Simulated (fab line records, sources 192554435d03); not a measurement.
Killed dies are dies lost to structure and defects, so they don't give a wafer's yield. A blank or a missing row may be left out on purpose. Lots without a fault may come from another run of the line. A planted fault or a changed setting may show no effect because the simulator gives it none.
fab line records | flow n5_finfet
record lots=4 wafers=12 last_day=16
route steps=1938 shown BEOL_M4@1099 BEOL_M5@1112 BEOL_M14@1762 PASSIVATION@1936
lots that met no fault: from a run of the same line without faults
start_h: hours from the record's first day to the start of the lot's first wafer shown | wait_h: hours since the lot's step before | " the same as in the row above | L1.1+2: a row that stands for several wafers | - no value, or no start given | * or withheld: withheld | < > ~ a bound
route shown NAME@n: a module of which the file shows steps, and the number in the route of the first | usual: mean/standard deviation of fault-free wafers | same: alike in all rows | chamber/n: place in a boat | sites: the reading at each site | _std_site: their standard deviation | _edge_site: outer sites' mean less inner sites' | radius_mm: how far each site lies from the wafer's centre | mask NAME#n: copy n | behind: the tool/chamber that last shaped the wafer | hold: why the lot was held/for how many hours/how that ended | device: the transistor (n, p or np) that didn't switch | end of line: the same wafers' tests at the end of the route | a step without rows: its recipe alone | killed: dies lost to structure and defects at the first sort, not the wafer's yield | map: a wafer's dies, x killed, . not, _ none there
set.NAME: the setting as run; set.NAME@STEP: as run at that earlier step | model.NAME: the simulator's own value behind a step, which no gauge read
lots at some steps of the route; a table a step, a row a wafer
services: from which hour (start_h, from the record's first day; less than 0 if before it) a tool's chamber was out of use, for how many hours, and why
## steps
# step N5_BEOL_M4_ANNEAL_95
# recipe temp_c=400 time_s=240 ambient=vacuum
# step N5_BEOL_M4_SPUTTER_96
# recipe material=Cu target_thk_a=45 temp_c=-20 chamber_pressure_pa=0.07 power_w=withheld time_s=8.29
# step N5_BEOL_M4_ECD_50
# recipe material=Cu target_thk_a=3000
# step N5_BEOL_M4_ANNEAL_51
# recipe temp_c=225 time_s=90 ambient=N2
# step N5_BEOL_M4_CMP_52
# recipe stop_on=SiOC t_overpolish_s=6.8 down_force_psi=1 platen_rpm=50 clearing_platen_down_force_psi=1.5 clearing_platen_rpm=50 post_cmp_clean=cu_alkaline target_thk_nm=40 clearing_platen_pad_velocity_m_s=0.99484 pad_velocity_m_s=0.99484
# step N5_BEOL_M4_PRE_CLEAN_60
# recipe gas=NH3/H2 time_s=15 temp_c=* rf_power_w=300
# step N5_BEOL_M4_CO_CAP_55
# recipe material=Co target_thk_a=20 temp_c=200 precursor=CCTBA/H2 pressure_torr=30 time_s=102.1
# step N5_BEOL_M4_PRE_CLEAN_56
# recipe gas=NH3 time_s=15 temp_c=withheld rf_power_w=300
# step N5_BEOL_M4_DEP_57
# recipe material=SiCN target_thk_a=80 temp_c=withheld precursor=3MS/NH3 pressure_torr=3 rf_w=202 time_s=14
# step N5_BEOL_M4_RC_MEAS_101
# usual DIBL_N=35.7/1.3 DIBL_P=35.4/1.8 IOFF_N=0.152/0.027 IOFF_P=0.20/0.034 ION_N=672/9.8 ION_P=461/7.5 SS_N=71.4/0.55 SS_P=73.1/0.61 VT_N=251/3.3 VT_P=-251/3.6
# columns lot.wafer tool chamber start_h wait_h DIBL_N[mV/V] DIBL_P[mV/V] IOFF_N[nA/um] IOFF_P[nA/um] ION_N[uA/um] ION_P[uA/um] SS_N[mV/dec] SS_P[mV/dec] VT_N[mV] VT_P[mV]
L891.1 prober-02 0 200.27 0.0 35.6 37.1 0.164 0.24 684 474 70.8 73.0 247 -245
L891.2 " 0 " " 34.1 34.2 0.130 0.18 675 462 70.5 72.3 253 -247
L891.4 " 0 " " 34.6 35.8 0.146 0.21 675 464 71.0 72.0 249 -247
L900.2 prober-01 0 256.24 0.2 38.1 37.4 0.178 0.22 667 456 71.9 74.0 248 -251
L900.3 " 0 " " 37.8 36.4 0.179 0.20 676 455 72.1 74.4 249 -253
L900.4 " 0 " " 35.4 34.7 0.144 0.17 678 452 71.8 72.4 249 -255
L901.2 prober-01 0 261.97 0.2 37.5 37.0 0.169 0.22 674 457 71.8 73.7 252 -250
L901.5 " 0 " " 34.6 34.2 0.122 0.18 654 456 70.9 72.1 251 -252
L901.6 " 0 " " 35.6 34.3 0.138 0.19 668 458 71.7 72.8 250 -250
L904.2 prober-01 0 275.59 0.2 36.0 35.4 0.157 0.20 685 462 71.1 72.8 249 -251
L904.5 " 0 " " 35.7 35.3 0.148 0.20 678 469 71.1 72.9 250 -249
L904.6 " 0 " " 36.7 36.2 0.167 0.21 680 463 72.1 73.5 251 -251
# step N5_BEOL_M5_ILD_DEP_00
# recipe material=SiCOH_lowk target_thk_a=1406.4 temp_c=300 precursor=DEMS/porogen pressure_torr=5 rf_w=500 time_s=25.9
# step N5_BEOL_M5_CURE_79
# recipe temp_c=385 time_s=240 ambient=He/Ar material=SiCOH_lowk
# step N5_BEOL_M5_PECVD_70
# recipe material=SiO2 target_thk_a=160 temp_c=400 precursor=TEOS/O2 pressure_torr=5.5 rf_w=450 teos_flow_sccm=53.8 gas=O2 flow_sccm=3000 time_s=18
# step N5_BEOL_M5_HM_DEP_02
# recipe material=TiN target_thk_a=200 temp_c=25 chamber_pressure_pa=0.49996
# step N5_BEOL_M5_COAT_59
# recipe resist=SOC temp_c=250 time_s=60 spin_rpm=1500 resist_thk_nm=60
# step N5_BEOL_M5_COAT_60
# recipe resist=SiARC temp_c=220 time_s=60 spin_rpm=1500 resist_thk_nm=12
# step N5_BEOL_M5_COAT_71
# recipe resist=underlayer temp_c=205 time_s=60 spin_rpm=1500 resist_thk_nm=5
# step N5_BEOL_M5_COAT_05
# recipe resist=CAR-EUV spin_rpm=1500 resist_thk_nm=30
# step N5_BEOL_M5_EBR_07
# recipe solvent=PGMEA ebr_width_mm=1.5
# step N5_BEOL_M5_SOFTBAKE_06
# recipe temp_c=110 time_s=60 resist=CAR-EUV
# step N5_BEOL_M5_EXPOSE_08
# recipe mask_id=M5 na=0.33 source_shape=annular sigma_inner=0.4 sigma_outer=0.8 polarization=unpolarized target_cd_nm=28 dose_mj=35.75
# step N5_BEOL_M5_PEB_09
# recipe peb_temp_c=100 peb_time_s=60 resist=CAR-EUV
# step N5_BEOL_M5_DEVELOP_10
# recipe develop_time_s=30 developer=TMAH resist=CAR-EUV rinse_liquid=surfactant_rinse dry=air_spin dev_temp_c=23
# step N5_BEOL_M5_DESCUM_16
# recipe chemistry=O2 time_s=7 source_power_w=50 bias_power_w=20 pressure_mtorr=20 rf_frequency_hz=2.712e+07 temp_c=40 resist=CAR-EUV o2_flow_sccm=225
# step N5_BEOL_M5_ETCH_72
# recipe chemistry=N2/H2 target=underlayer target_depth_a=65 mask_material=CAR-EUV time_s=5.2 ion_energy_ev=200 pressure_mtorr=30 source_w=840 bias_w=150 n2_flow_sccm=200 h2_flow_sccm=200 ends=cleared
# step N5_BEOL_M5_ETCH_61
# recipe chemistry=CF4 target=SiARC target_depth_a=156 mask_material=CAR-EUV time_s=26 ion_energy_ev=80 pressure_mtorr=40 source_w=545 bias_w=36 Ar_flow_sccm=100 cf4_flow_sccm=100 ends=cleared
# step N5_BEOL_M5_ETCH_62
# recipe chemistry=N2/H2 target=SOC target_depth_a=750 overetch_a=150 mask_material=SiARC temp_c=40 time_s=112.5 ion_energy_ev=200 pressure_mtorr=30 source_w=840 bias_w=150 n2_flow_sccm=200 h2_flow_sccm=200
# step N5_BEOL_M5_STRIP_63
# recipe chemistry=N2/H2 temp_c=40 n2_flow_sccm=200 h2_flow_sccm=200 rf_frequency_hz=6e+07
# step N5_BEOL_M5_STRIP_73
# recipe chemistry=N2/H2 temp_c=40 n2_flow_sccm=200 h2_flow_sccm=200 rf_frequency_hz=6e+07
# step N5_BEOL_M5_STRIP_64
# recipe chemistry=CF4 resist=SiARC power_w=300 bias_power_w=75 pressure_mtorr=50 cf4_flow_sccm=150 rf_frequency_hz=6e+07
# step N5_BEOL_M5_HM_OPEN_17
# recipe chemistry=Cl2/BCl3 target_depth_a=200 overetch_a=60 target=TiN mask_material=SOC ion_energy_ev=150 pressure_mtorr=10 icp_w=1000 bias_w=126 Cl2_flow_sccm=53.25 bcl3_flow_sccm=21.75 Ar_flow_sccm=25
# step N5_BEOL_M5_STRIP_19
# recipe chemistry=O2 power_w=400 temp_c=40 pressure_mtorr=30 rf_frequency_hz=6e+07 bias_power_w=0 overash_fraction=0.2 o2_flow_sccm=225
# step N5_BEOL_M5_COAT_65
# recipe resist=SOC temp_c=250 time_s=60 spin_rpm=1500 resist_thk_nm=60
# step N5_BEOL_M5_COAT_66
# recipe resist=SiARC temp_c=220 time_s=60 spin_rpm=1500 resist_thk_nm=12
# step N5_BEOL_M14_SPUTTER_43
# recipe material=TaN target_thk_a=150 temp_c=50 bias_v=168.6 power_w=15000 chamber_pressure_pa=0.12 time_s=24.19
# usual bias_v=168.9/1.6 cathode_dc_power_W=15000/2.6 throttle_valve_pct=29.9/0.79 time_s=24.19/0
# columns lot.wafer tool chamber start_h wait_h bias_v cathode_dc_power_W throttle_valve_pct time_s
L891.1 pvd_sputter-02 - 285.05 0.0 166.9 14998 31.5 24.19
L891.2 " - " " 168.7 15003 28.6 24.19
L891.4 " - " " 171.8 15001 29.1 24.19
L900.2 pvd_sputter-02 - 332.64 0.0 - - - -
L900.3 " - " " - - - -
L900.4 " - " " - - - -
L901.2 pvd_sputter-02 - 336.68 0.0 - - - -
L901.5 " - " " - - - -
L901.6 " - " " - - - -
L904.2 pvd_sputter-01 - 349.38 0.0 168.4 14999 29.5 24.19
L904.5 " - " " 170.6 14997 29.9 24.19
L904.6 " - " " 167.9 14999 29.7 24.19
# step N5_BEOL_M14_CMP_49
# recipe stop_on=SiO2 t_overpolish_s=5.2 down_force_psi=2 platen_rpm=80 clearing_platen_down_force_psi=2 clearing_platen_rpm=80 post_cmp_clean=cu_alkaline target_thk_nm=560 clearing_platen_pad_velocity_m_s=1.5917 pad_velocity_m_s=1.5917
# usual barrier_field_endpoint_s=11.39/0.2 motor_current_A=8.0/0.94 retaining_ring_pressure_frac=1.000/0.0048
# columns lot.wafer tool chamber start_h wait_h barrier_field_endpoint_s motor_current_A retaining_ring_pressure_frac model.Cu_of_BEOL_M14_ECD_47.thk_nm
L891.2 cmp-03 1 285.87 0.2 11.42 7.3 1.002 578.2
L891.4 " 2 " " 11.38 7.9 1.000 577.2
L891.1 " 3 " " 11.26 9.8 1.004 561.8
L900.4 cmp-03 0 334.34 0.2 5.74 8.4 1.001 578
L900.3 " 1 " " 5.72 7.3 0.993 592
L900.2 " 2 " " 5.66 8.1 1.003 579.6
L901.2 cmp-04 1 337.66 0.3 5.64 6.5 1.004 574.8
L901.6 " 2 " " 5.68 8.2 1.002 585.4
L901.5 " 3 " " 5.69 6.9 1.001 593.4
L904.2 cmp-04 1 350.22 0.3 11.02 6.7 0.996 567.4
L904.5 " 3 " " 11.22 6.9 0.994 554.6
L904.6 " 0 " " 11.24 9.9 1.007 561.8
# step N5_PASSIVATION_PROBE_49
# usual defect_limited_yield=91.5/1.3 killed_at_M0_to_M3=33/11 killed_at_M4_up=14/5.3 killed_at_contacts=11/6.3 killed_at_front_end=38/10 killed_at_other=3.7/2.8 killed_dies=101/16 killed_on_rim=13/3.4 killed_open=67/12 killed_short=32/7.4 sort_bin_5_function=5.0/0.86 sort_bin_6_memory=3.2/0.69 sort_n_pass=1079/16 sort_yield_pct=91.5/1.3
# same gross_dies=1180 killed_at_back_side=0 sort_bin_4_leakage[%]=0 sort_bin_8_speed[%]=0
# columns lot.wafer tool chamber start_h wait_h defect_limited_yield[%] killed_at_M0_to_M3 killed_at_M4_up killed_at_contacts killed_at_front_end killed_at_other killed_dies killed_on_rim killed_open killed_short sort_bin_5_function[%] sort_bin_6_memory[%] sort_n_pass sort_yield_pct[%]
L900.2 prober-01 - 356.46 0.1 84.2 22 100 6 54 5 187 51 62 37 12.1 3.2 993 84.2
L900.3 prober-01 - 356.51 0.1 84.4 20 102 5 50 7 184 28 66 27 13.1 2.0 996 84.4
L900.4 prober-01 - 356.56 0.2 84.9 23 102 8 44 1 178 57 60 25 11.9 3.0 1002 84.9
L901.2 prober-02 - 362.82 0.1 83.5 60 92 7 31 5 195 54 74 37 13.0 3.4 985 83.5
L901.5 prober-02 - 362.97 0.2 84.6 38 78 10 52 4 182 27 79 33 11.2 3.9 998 84.6
L901.6 prober-02 - 363.02 0.3 85.8 26 101 2 36 3 168 51 39 28 11.9 2.1 1012 85.8
L904.2 prober-01 - 372.07 0.1 91.4 33 19 7 38 4 101 13 71 24 4.3 4.0 1079 91.4
L904.5 prober-01 - 372.22 0.2 92.8 26 14 5 38 2 85 12 45 36 4.2 2.9 1095 92.8
L904.6 prober-01 - 372.27 0.3 92.1 31 6 9 44 3 93 15 56 36 4.3 3.1 1087 92.1
# killed by level:class
L900.2 BEOL_M14:area_sputter=86 FIN_SAQP:geometric_particle:open=18 FIN_SAQP:geometric_particle:short=12 STI_FIN_REVEAL:geometric_particle:open=9 MOL_CONTACT_COAG:geometric_particle:open=6 BEOL_M1:geometric_particle:open=5 BEOL_M4:geometric_particle:short=5 BEOL_M0_SAQP:geometric_particle:short=4
L900.3 BEOL_M14:area_sputter=89 FIN_SAQP:geometric_particle:open=16 STI_FIN_REVEAL:geometric_particle:open=11 FIN_SAQP:geometric_particle:short=8 BEOL_M2:geometric_particle:open=8 STARTING-WAFER:geometric_particle:short=5 MOL_CONTACT_COAG:geometric_particle:open=5 BEOL_M0_SAQP:geometric_particle:open=5
L900.4 BEOL_M14:area_sputter=92 STI_FIN_REVEAL:geometric_particle:open=13 FIN_SAQP:geometric_particle:short=10 FIN_SAQP:geometric_particle:open=9 BEOL_M3:geometric_particle:open=9 MOL_CONTACT_COAG:geometric_particle:open=6 BEOL_M2:geometric_particle:open=6 BEOL_M0_SAQP:geometric_particle:open=5
L901.2 BEOL_M14:area_sputter=83 BEOL_M0_SAQP:geometric_particle:open=18 STI_FIN_REVEAL:geometric_particle:open=16 BEOL_M0_SAQP:geometric_particle:short=16 BEOL_M3:geometric_particle:open=10 MOL_CONTACT_COAG:geometric_particle:open=7 ILD0:geometric_particle:short=5 BEOL_M2:geometric_particle:open=5
L901.5 BEOL_M14:area_sputter=67 STI_FIN_REVEAL:geometric_particle:open=20 BEOL_M0_SAQP:geometric_particle:short=12 BEOL_M3:geometric_particle:open=11 MOL_CONTACT_COAG:geometric_particle:open=10 FIN_SAQP:geometric_particle:short=9 FIN_SAQP:geometric_particle:open=6 BEOL_M0_SAQP:geometric_particle:open=6
L901.6 BEOL_M14:area_sputter=98 STI_FIN_REVEAL:geometric_particle:open=9 FIN_SAQP:geometric_particle:short=6 BEOL_M3:geometric_particle:open=6 STI_FIN_REVEAL:geometric_particle:short=5 GATE_CUT:geometric_particle:open=4 GATE_CUT:geometric_particle:short=4 BEOL_M1:geometric_particle:open=4
L904.2 BEOL_M2:geometric_particle:open=9 FIN_SAQP:geometric_particle:open=8 MOL_CONTACT_COAG:geometric_particle:open=7 BEOL_M0_SAQP:geometric_particle:short=7 GATE_CUT:geometric_particle:short=6 GATE_CUT:geometric_particle:open=6 BEOL_M0_SAQP:geometric_particle:open=6 BEOL_M3:geometric_particle:open=6
L904.5 FIN_SAQP:geometric_particle:short=10 BEOL_M0_SAQP:geometric_particle:open=8 FIN_SAQP:geometric_particle:open=5 GATE_CUT:geometric_particle:open=4 BEOL_M0_SAQP:geometric_particle:short=4 BEOL_M5:geometric_particle:open=4 ILD0:geometric_particle:short=3 GATE_CUT:geometric_particle:short=3
L904.6 FIN_SAQP:geometric_particle:short=12 FIN_SAQP:geometric_particle:open=10 BEOL_M2:geometric_particle:open=10 MOL_CONTACT_COAG:geometric_particle:open=6 BEOL_M0_SAQP:geometric_particle:short=6 STI_FIN_REVEAL:geometric_particle:open=4 GATE_CUT:geometric_particle:short=4 BEOL_M0_SAQP:geometric_particle:open=4
# map L900.2 (x killed, . not)
_________________.xxx.xx...xx________________
______________.xxxxx....xx..xxx._____________
___________xxx...xx..xx..x.x.....x.__________
__________.xx..x....x....xx......xx._________
________xx.x.xx.......x..x..x.....xxx._______
_______xxxx..x....x...........x.x....x.______
______xx...xx.....xx....x...........xx.._____
_____x..x....................x.x......x..____
____..x...x...x.................x....x....___
___xx.....x..x....x..................xx....__
___xxxx.x..........x..x....x.xx..........x.__
__x...x....x......x...............x..x......_
__.x....................x...x..........x...._
_x..x..x...x.....x.....x..x...........x.x....
_x..x.................xx...x................x
_x.xx.............x.............x............
_xx.........x.........x......................
_..xxx..x..x..............x..................
_x.xx........xx..............................
_x.x..x...........x..x...x..x....x.x.........
_..x..xx....x....x...........................
__.x..x..............................x....x._
__......x...................xx.......x..x..._
___x.........x......................x......__
___x....x........................x.........__
____.x....................................___
_____x.........x.........x.............x.____
______x.......x......x..x..............._____
_______x......x........................______
________.......................x......_______
__________.....x.............x......_________
___________....x.....x.............__________
______________..x..........x...._____________
_________________.x....x.x...________________
# map L901.2 (x killed, . not)
_________________..x.......x.________________
______________.....x.x.....x...._____________
___________xx..x.x............x..x.__________
__________xx.x..x.................x._________
________.x......x....x...x.......xx..._______
_______x...x......x....................______
______...........x.x.x.................._____
_____......xx..............x...x......xxx____
____x...........x.....xx......x.x...x..x.x___
___.x....x.x.......x.......................__
___.xx..xx......x........x....x............__
__.xx.......x....x.....x......x............._
__x.............x..........................x_
_x..x.x....x............................x.xx.
_.x...x...............x...x..................
_x...x............x....................x....x
_.x..x..................x...............x..x.
_.x.x.xx..........x...x....................x.
_..................x..x...x.............x..xx
_x..xx............x........x..x............x.
_xxx......x..................x....x......xxxx
__..x..x......x.....x................x..x..._
__....................x..x.x.....x.....x.x.._
___..........x.x..x.x...xx...............xx__
___.xx.x...................x...x.........x.__
____......x.......xx..............xx.....x___
_____..x.......x.......x..x..x.xx......x.____
______...x..........................xx.._____
_______x......x......x..x..x...x..x...x______
________.xx...............x....x....xx_______
__________.x........x.........x.xx.x_________
___________x.x..x.....x..........x.__________
______________..x...x..x.....x.._____________
_________________x.xx.x.xxxx.________________
## services
# columns tool chamber start_h hours kind
cmp-03 - 263.86 5.5 pm
cmp-03 - 273.61 1.6 repair
cmp-03 - 292.65 2.2 repair
cmp-04 - 329.10 0.3 repair
cmp-03 - 329.85 0.9 repair
## key
first_sign step=N5_BEOL_M14_SPUTTER_43 reading=tool_record direction=missing
effect step=N5_BEOL_M14_CMP_49 reading=barrier_field_endpoint_s direction=down sigmas=28 usual=11.39 struck=5.69
effect step=N5_PASSIVATION_PROBE_49 reading=killed_at_M4_up direction=up sigmas=16 usual=14 struck=96
model_effect step=N5_BEOL_M14_CMP_49 value=Cu_of_BEOL_M14_ECD_47.thk_nm without=568.8 struck=583.9
more_kills_born_at N5_BEOL_M14_SPUTTER_43@pvd_sputter-02=515
met_at N5_BEOL_M14_SPUTTER_43
struck_wafers L900.2,L900.3,L900.4,L901.2,L901.5,L901.6
onset_between 285.05 332.64
fault kind=skipped_step_whole tool=pvd_sputter-02 chamber=- onset_h=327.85 steps=N5_BEOL_M14_SPUTTER_43 scope=struck_lots_only
